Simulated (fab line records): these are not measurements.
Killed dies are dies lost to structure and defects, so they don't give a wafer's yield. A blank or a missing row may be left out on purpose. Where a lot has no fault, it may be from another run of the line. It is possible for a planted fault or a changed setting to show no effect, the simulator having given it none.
Which tool is to blame? / flow n5_finfet / 11 lots with 33 wafers sampled at 4 steps, on a route of 1938 steps

WHAT THE GAUGES SHOWED, per wafer
N5_BEOL_M14_INSPECT_55: inspects for defects (darkfield). Usual: 63 for raw_defect_count, sd 21.
lot=L320; measured=day 12 10:02; on=defect_inspect-02; raw_defect_count=53 52 74; flag=
lot=L323; measured=day 12 20:02; on=defect_inspect-01; raw_defect_count=24 38 40; flag=
lot=L321; measured=day 13 06:36; on=defect_inspect-02; raw_defect_count=78 98 87; flag=
lot=L327; measured=day 14 10:02; on=defect_inspect-01; raw_defect_count=49 72 42; flag=
lot=L326; measured=day 14 10:22; on=defect_inspect-02; raw_defect_count=94 86 87; flag=
lot=L328; measured=day 14 15:23; on=defect_inspect-02; raw_defect_count=37 36 65; flag=
lot=L334; measured=day 15 17:25; on=defect_inspect-02; raw_defect_count=94 84 68; flag=
lot=L332; measured=day 16 01:14; on=defect_inspect-02; raw_defect_count=41 22 45; flag=
lot=L337; measured=day 16 17:07; on=defect_inspect-01; raw_defect_count=44 60 68; flag=
lot=L340; measured=day 18 01:01; on=defect_inspect-01; raw_defect_count=56 102 67; flag=
lot=L341; measured=day 19 21:14; on=defect_inspect-01; raw_defect_count=78 63 56; flag=

N5_BEOL_M15_INSPECT_12: inspects for defects (macro). Usual: 2.2 for raw_defect_count, sd 1.5.
lot=L320; measured=day 12 10:41; on=defect_inspect-02; raw_defect_count=0 4 3; flag=
lot=L323; measured=day 12 20:48; on=defect_inspect-02; raw_defect_count=3 2 1; flag=
lot=L321; measured=day 13 07:14; on=defect_inspect-01; raw_defect_count=0 2 1; flag=
lot=L327; measured=day 14 10:41; on=defect_inspect-01; raw_defect_count=1 2 0; flag=
lot=L326; measured=day 14 11:09; on=defect_inspect-01; raw_defect_count=2 3 1; flag=
lot=L328; measured=day 14 16:02; on=defect_inspect-01; raw_defect_count=3 3 2; flag=
lot=L334; measured=day 15 18:04; on=defect_inspect-01; raw_defect_count=2 4 7; flag=
lot=L332; measured=day 16 02:01; on=defect_inspect-01; raw_defect_count=3 2 2; flag=
lot=L337; measured=day 16 17:53; on=defect_inspect-02; raw_defect_count=2 3 2; flag=
lot=L340; measured=day 18 01:47; on=defect_inspect-01; raw_defect_count=4 2 1; flag=
lot=L341; measured=day 19 21:53; on=defect_inspect-01; raw_defect_count=2 2 1; flag=

N5_BEOL_M15_CD_MEAS_28: target cd 407.6 nm. Usual: 408.2 nm for cd_nm, sd 2.3.
lot=L320; measured=day 12 12:14; on=cd_sem-01; cd_nm (nm)=406.7 408.4 407.4; flag=
lot=L323; measured=day 12 22:13; on=cd_sem-02; cd_nm (nm)=408.6 409.9 409.6; flag=
lot=L321; measured=day 13 08:50; on=cd_sem-03; cd_nm (nm)=406.6 405.3 409.5; flag=
lot=L327; measured=day 14 12:11; on=cd_sem-03; cd_nm (nm)=392.1 390.9 390.7; flag=OFF
lot=L326; measured=day 14 12:41; on=cd_sem-03; cd_nm (nm)=409.9 410.6 408.1; flag=
lot=L328; measured=day 14 17:34; on=cd_sem-02; cd_nm (nm)=392.2 392.6 390.9; flag=OFF
lot=L334; measured=day 15 19:28; on=cd_sem-01; cd_nm (nm)=409.1 411.2 408.0; flag=
lot=L332; measured=day 16 03:38; on=cd_sem-03; cd_nm (nm)=412.0 414.0 410.1; flag=
lot=L337; measured=day 16 19:17; on=cd_sem-03; cd_nm (nm)=406.9 405.8 406.1; flag=
lot=L340; measured=day 18 03:19; on=cd_sem-01; cd_nm (nm)=406.8 407.2 405.4; flag=
lot=L341; measured=day 19 23:19; on=cd_sem-01; cd_nm (nm)=404.4 403.7 406.0; flag=

TOOL THAT RAN EACH LOT (tool first, then ch and the chambers of the sampled wafers, then the start)
lot=L320; N5_BEOL_M15_PEB_26=litho_track-03 ch 0, day 12 12:07
lot=L323; N5_BEOL_M15_PEB_26=litho_track-05 ch 0, day 12 22:05
lot=L321; N5_BEOL_M15_PEB_26=litho_track-03 ch 0, day 13 08:44
lot=L327; N5_BEOL_M15_PEB_26=litho_track-03 ch 0, day 14 12:04
lot=L326; N5_BEOL_M15_PEB_26=litho_track-01 ch 0, day 14 12:34
lot=L328; N5_BEOL_M15_PEB_26=litho_track-03 ch 0, day 14 17:27
lot=L334; N5_BEOL_M15_PEB_26=litho_track-01 ch 0, day 15 19:22
lot=L332; N5_BEOL_M15_PEB_26=litho_track-01 ch 0, day 16 03:32
lot=L337; N5_BEOL_M15_PEB_26=litho_track-05 ch 0, day 16 19:10
lot=L340; N5_BEOL_M15_PEB_26=litho_track-01 ch 0, day 18 03:11
lot=L341; N5_BEOL_M15_PEB_26=litho_track-03 ch 0, day 19 23:13
- N5_BEOL_M15_PEB_26: peb time 90 s.

WHAT THE TOOLS THEMSELVES READ (means of the sampled wafers that have a number; where no wafer has one, the mark that the record gives instead)
N5_BEOL_M15_PEB_26. Usual: heater_power_total_W 172.4 W, standard deviation 0.79; plate_temp_C 130.03 C, standard deviation 0.12.
lot=L320; tool=litho_track-03; heater_power_total_W (W)=172.2; plate_temp_C (C)=130.08; flag=
lot=L323; tool=litho_track-05; heater_power_total_W (W)=172.6; plate_temp_C (C)=129.98; flag=
lot=L321; tool=litho_track-03; heater_power_total_W (W)=172.5; plate_temp_C (C)=130.03; flag=
lot=L327; tool=litho_track-03; heater_power_total_W (W)=166.4; plate_temp_C (C)=126.67; flag=OFF
lot=L326; tool=litho_track-01; heater_power_total_W (W)=172.5; plate_temp_C (C)=130.09; flag=
lot=L328; tool=litho_track-03; heater_power_total_W (W)=166.6; plate_temp_C (C)=126.53; flag=OFF
lot=L334; tool=litho_track-01; heater_power_total_W (W)=172.6; plate_temp_C (C)=129.90; flag=
lot=L332; tool=litho_track-01; heater_power_total_W (W)=172.3; plate_temp_C (C)=130.06; flag=
lot=L337; tool=litho_track-05; heater_power_total_W (W)=172.4; plate_temp_C (C)=129.98; flag=
lot=L340; tool=litho_track-01; heater_power_total_W (W)=172.8; plate_temp_C (C)=130.07; flag=
lot=L341; tool=litho_track-03; heater_power_total_W (W)=172.1; plate_temp_C (C)=130.09; flag=

THE ANSWER, worked out from the rows above alone
Rule: a lot counts as off when the mean over its wafers that have a number is more than 3 standard deviations away from the usual mean. A lot without any number at a reading at which 4 lots or more have one is off too. The other lots that the step has rows for count as sound. After the gauges, taken in route order, come the tools' own readings; for these a lot's mean is taken, as printed above. At the first step where some lot is off, the reading lying furthest off is the one used; lots without a number count as furthest.
Off: L327, L328 (N5_BEOL_M15_CD_MEAS_28, cd_nm).
A tool fits if, at a process step before that reading, it ran every lot that is off, and no sound lot after the first of them. The gauges at N5_BEOL_M15_CD_MEAS_28 aren't tried: what is off there is off at N5_BEOL_M15_PEB_26 too, on other tools, and a gauge's error can't cause that. None of those tried fits.

WHAT THE SIMULATOR HAD INSERTED
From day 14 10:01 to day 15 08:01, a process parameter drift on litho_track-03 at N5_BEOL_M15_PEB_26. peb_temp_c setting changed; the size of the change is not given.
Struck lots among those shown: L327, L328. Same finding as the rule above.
